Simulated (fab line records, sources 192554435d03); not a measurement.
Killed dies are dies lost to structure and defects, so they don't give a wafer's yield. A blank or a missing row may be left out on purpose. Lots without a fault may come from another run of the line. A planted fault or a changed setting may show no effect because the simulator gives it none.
Split-lot experiment | flow n5_finfet | 7 lots, 21 wafers read, on a route of 1938 steps

THE SPLIT
At N5_BEOL_M9_EXPOSE_25 (exposes mask V8), the setting dose_mj was moved away from the recipe's 37.25 on 4 of the 21 wafers read, by -7.0% to +5.3%. The other wafers ran this setting at the recipe's value.

FROM THE SPLIT TO THE READING: what the file shows between them, 2 steps
- N5_BEOL_M9_PEB_26: peb time 60 s
- N5_BEOL_M9_DEVELOP_27: develop time 30 s

THE READING
cd_nm, in nm, at N5_BEOL_M9_CD_MEAS_28 (target cd 70 nm). Fault-free wafers of this fab line usually give 70.06 nm, standard deviation 0.26 nm.

wafer  | tool, chamber at the split | dose_mj as run | against the recipe | cd_nm, nm | against lot-mates on the recipe
L074.1 | euv_scanner-02, 0          | 37.25          | recipe             | 70.03     | -
L074.4 | euv_scanner-02, 0          | 37.25          | recipe             | 69.72     | -
L074.6 | euv_scanner-02, 0          | 37.25          | recipe             | 69.76     | -
L075.1 | euv_scanner-01, 0          | 37.25          | recipe             | 69.92     | -
L075.3 | euv_scanner-01, 0          | 37.25          | recipe             | 69.97     | -
L075.6 | euv_scanner-01, 0          | 37.25          | recipe             | 69.58     | -
L077.4 | euv_scanner-01, 0          | 37.25          | recipe             | 70.32     | -
L077.5 | euv_scanner-01, 0          | 38.1           | +2.3%              | 70.69     | +0.22
L077.6 | euv_scanner-01, 0          | 37.25          | recipe             | 70.61     | -
L079.3 | euv_scanner-01, 0          | 37.25          | recipe             | 70.04     | -
L079.4 | euv_scanner-01, 0          | 37.25          | recipe             | 69.74     | -
L079.5 | euv_scanner-01, 0          | 37.25          | recipe             | 70.31     | -
L084.1 | euv_scanner-01, 0          | 37.25          | recipe             | 70.27     | -
L084.4 | euv_scanner-01, 0          | 39.23          | +5.3%              | 71.36     | +1.09
L084.6 | euv_scanner-01, 0          | 39.23          | +5.3%              | 71.29     | +1.02
L089.3 | euv_scanner-02, 0          | 37.25          | recipe             | 70.06     | -
L089.4 | euv_scanner-02, 0          | 37.25          | recipe             | 70.82     | -
L089.5 | euv_scanner-02, 0          | 37.25          | recipe             | 70.56     | -
L091.1 | euv_scanner-02, 0          | 37.25          | recipe             | 69.53     | -
L091.2 | euv_scanner-02, 0          | 34.65          | -7.0%              | 68.05     | -1.54
L091.6 | euv_scanner-02, 0          | 37.25          | recipe             | 69.64     | -

THE FIT
A straight line over all 21 wafers: cd_nm changes by +0.263 nm for each +1% of dose_mj; r = +0.87; the points scatter about the line by 0.35 nm.
The same after taking each lot's own level away (the mean of its wafers on the recipe; 21 wafers): +0.204 nm for each +1%; r = +0.93; scatter 0.19 nm.
On that fit, the largest move of dose_mj shifts the reading by 1.4 nm.
The lots' own levels span 69.585 to 70.480 nm, that is 3.4 times the standard deviation above.
So the lot-to-lot level changes the slope: the two fits differ.
Check: with one of the wafers moved furthest among these (-7.0%) left out of the fit, the line predicts -1.34 nm for it against its lot-mates. It came out at -1.54 nm against them.

OTHER SPLITS ON THESE WAFERS
These wafers also went through other splits before the reading. Each is held against what the fit with the lots' levels taken away leaves over:
other split on the same wafers       | wafers away from the commonest value | r with cd_nm (lot level and that fit taken away)
N5_BEOL_M6_ETCH_66 bias_w            | 6                                    | -0.03
N5_BEOL_M7_EXPOSE_08 dose_mj         | 6                                    | -0.13
N5_BEOL_M7_ETCH_61 source_w          | 5                                    | -0.06
N5_BEOL_M8_EXPOSE_08 dose_mj         | 5                                    | +0.33
N5_BEOL_M8_DEVELOP_10 develop_time_s | 8                                    | -0.17
N5_BEOL_M8_ETCH_65 source_w          | 5                                    | -0.18

THE FILE'S OWN FIT
cd_nm changes by +0.205 nm for each +1% of dose_mj, r = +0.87.
